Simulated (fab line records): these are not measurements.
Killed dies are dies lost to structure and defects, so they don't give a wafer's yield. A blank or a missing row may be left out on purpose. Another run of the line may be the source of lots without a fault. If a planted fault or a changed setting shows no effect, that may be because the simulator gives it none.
A lot that was struck, set against a sound lot + flow n5 finfet + 27 out of 1938 route steps
Sound: the wafers L707.2, L707.3, L707.6. Wafers L718.4, L718.5, L718.6 were the ones struck. The cause comes at the end.
At each step with rows: each side's tool, then ch and its chambers, then its first start. Under that, the readings that differ: sound wafers + struck wafers + difference of the means + sigmas: that difference in standard deviations of wafers without a fault.
alike: readings whose means differ by less than 2 such deviations, and words and numbers that are the same on both sides. not compared: withheld readings, readings that some wafer has no value for, bounds like >300 that may hide the same value, and numbers for which the record gives no deviation and whose values overlap.
The two part at a step that has a row with sigmas, a row that says differs or no value, or rows on one side only. Numbers that don't overlap but have no deviation are shown without sigmas and don't part them. Lack of a reading on every wafer of one side parts them only where that side has two or more wafers.

N5_BEOL_M14_PRE_CLEAN_42: time 30 s.
  sound on pvd sputter-03, day 15 03:18; struck on pvd sputter-01, day 18 02:29
  alike: heater power w
then, 2 steps without rows for these wafers: N5_BEOL_M14_SPUTTER_43 (material TaN, target thk 15 nm, time 24.19 s); N5_BEOL_M14_SPUTTER_44 (material Ta, target thk 15 nm, time 24.19 s).
N5_BEOL_M14_SPUTTER_45: material Cu, target thk 100 nm, time 16.67 s.
  sound on pvd sputter-03, day 15 03:30; struck on pvd sputter-01, day 18 02:41
  alike: chuck gas flow sccm, throttle valve pct
then, 2 steps without rows for these wafers: N5_BEOL_M14_ECD_47 (material Cu, target thk 1248 nm); N5_BEOL_M14_ANNEAL_48 (time 90 s).
N5_BEOL_M14_CMP_49: polishes, stops on SiO2, t overpolish 5.2 s, target thk 560 nm.
  sound on cmp-03 ch 0,1, day 15 04:06; struck on cmp-02 ch 2,3, day 18 03:17
| reading                      | sound          | struck         | difference | sigmas |
|------------------------------|----------------|----------------|------------|--------|
| barrier field endpoint s (s) | 11.6 11.6 11.8 | 10.9 10.9 10.9 | -0.8       | -2     |
  alike: motor current A, overpolish run s, time to endpoint s
N5_BEOL_M14_THK_MEAS_50: measures by xrf.
  sound on film metro-02, day 15 04:24; struck on film metro-01, day 18 03:35
  alike: M14_THK
then, 1 step without rows for these wafers: N5_BEOL_M14_PRE_CLEAN_52 (time 15 s).
N5_BEOL_M14_DEP_53: deposits SiCN from 3MS/NH3, target thk 50 nm, time 17.8 s.
  sound on pecvd-02 ch 0,1, day 15 04:28; struck on pecvd-03 ch 0,1,2, day 18 03:39
  alike: showerhead plenum p Torr, throttle valve pct
  not compared: since wet clean h
N5_BEOL_M14_RS_MEAS_54: measures by four-point-probe.
  sound on film metro-02, day 15 04:32; struck on film metro-01, day 18 03:42
  alike: M14_RS
N5_BEOL_M14_INSPECT_55: inspects for defects (darkfield).
  sound on defect inspect-01, day 15 04:39; struck on defect inspect-02, day 18 03:44
  alike: raw defect count
N5_BEOL_M15_ILD_DEP_00: deposits SiO2 from TEOS/O2, target thk 1629.3 nm, time 346.1 s.
  sound on pecvd-03 ch 1,2, day 15 04:42; struck on pecvd-03 ch 0,1,2, day 18 03:52
  alike: heater power w, showerhead plenum p Torr, throttle valve pct
  not compared: since wet clean h
N5_BEOL_M15_THK_MEAS_01:
  sound on film metro-02, day 15 05:04; struck on film metro-01, day 18 04:01
  alike: M15_ILD_THK
then, 8 steps without rows for these wafers: N5_BEOL_M15_COAT_58 (time 60 s, resist thk 89 nm); N5_BEOL_M15_COAT_04 (resist thk 800 nm); N5_BEOL_M15_EBR_06; N5_BEOL_M15_SOFTBAKE_05 (time 60 s); N5_BEOL_M15_EXPOSE_07 (exposes mask V14); N5_BEOL_M15_PEB_08 (peb time 90 s); N5_BEOL_M15_DEVELOP_09 (develop time 45 s); N5_BEOL_M15_HARDBAKE_14 (time 120 s).
N5_BEOL_M15_CD_MEAS_10: target cd 360 nm.
  sound on cd sem-01 ch 0, day 15 05:29; struck on cd sem-03 ch 0, day 18 04:27
  alike: cd nm
N5_BEOL_M15_OVL_MEAS_11:
  sound on overlay-02 ch 0, day 15 05:31; struck on overlay-02 ch 0, day 18 04:29
  alike: V14_OVL
N5_BEOL_M15_INSPECT_12: inspects for defects (macro).
  sound on defect inspect-02, day 15 05:32; struck on defect inspect-02, day 18 04:30
| reading          | sound | struck      | difference | sigmas      |
|------------------|-------|-------------|------------|-------------|
| raw defect count | 3 6 0 | 256 262 258 | +256       | +99 or more |
N5_BEOL_M15_DESCUM_15: chemistry O2, time 7.9 s.
  sound on rie diel-06 ch 0,2,3, day 15 05:35; struck on rie diel-02 ch 0,1,3, day 18 04:32
  alike: chamber pressure mTorr, drypump motor current A, oes product au, rf vpp V, showerhead plenum p Torr, throttle valve pct
  not compared: rf hours counter h
N5_PASSIVATION_PROBE_49:
  record: rows for the struck wafers here (prober-02, day 19 02:17), none for the sound ones

## WHERE THEY PART
At N5_BEOL_M14_CMP_49 first; at N5_PASSIVATION_PROBE_49 last (within this record only).

WHY: the cause the simulator had injected
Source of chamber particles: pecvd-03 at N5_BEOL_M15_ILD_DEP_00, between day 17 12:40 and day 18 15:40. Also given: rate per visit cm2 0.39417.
